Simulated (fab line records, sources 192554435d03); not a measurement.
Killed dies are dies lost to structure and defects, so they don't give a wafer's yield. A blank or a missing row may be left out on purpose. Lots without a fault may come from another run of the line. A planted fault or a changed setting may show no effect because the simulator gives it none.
Chamber matching | flow n5_finfet | N5_GATE_CUT_ETCH_37 on rie_diel-02: 4 sister chambers
The step etches SOC in N2/H2, target depth 60 nm, overetch 12 nm, time 90 s. 4 wafers are shown with their chamber, then 8 later ones without.

WAFERS WITH THEIR CHAMBER
wafer  | chamber | throttle_valve_pct (%)
L086.4 | 3       | 18.17
L091.2 | 2       | 17.65
L091.6 | 0       | 17.47
L090.2 | 1       | 17.65

WAFERS WITHOUT THEIR CHAMBER
wafer  | throttle_valve_pct (%)
L090.4 | 17.46
L090.5 | 18.19
L092.1 | 18.18
L092.4 | 17.67
L092.6 | 18.18
L096.4 | 17.23
L096.5 | 18.19
L096.6 | 17.47

WHICH CHAMBER EACH WENT THROUGH
wafer  | from the rows above     | in truth
L090.4 | 0                       | 0
L090.5 | 3                       | 3
L092.1 | 3                       | 3
L092.4 | can't be placed: 1 or 2 | 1
L092.6 | 3                       | 3
L096.4 | 0                       | 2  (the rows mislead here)
L096.5 | 3                       | 3
L096.6 | 0                       | 0
Placed correctly: 6 of 8. Can't be placed from these rows: 1 (the true chamber is among the candidates in 1). Placed wrongly: 1.
How it was worked out, from the rows above alone: a wafer's distance from a chamber is the root of the sum, over the readings, of the square of ((its reading less the chamber's mean) divided by the reading's scatter). The wafer belongs to the nearest chamber; if the next one is less than 2 further off, it can't be placed. A chamber's mean is the mean of its shown wafers. The scatter: with one shown wafer a chamber, the root of the mean of the squares of how far each hidden wafer lies from its nearest shown one.
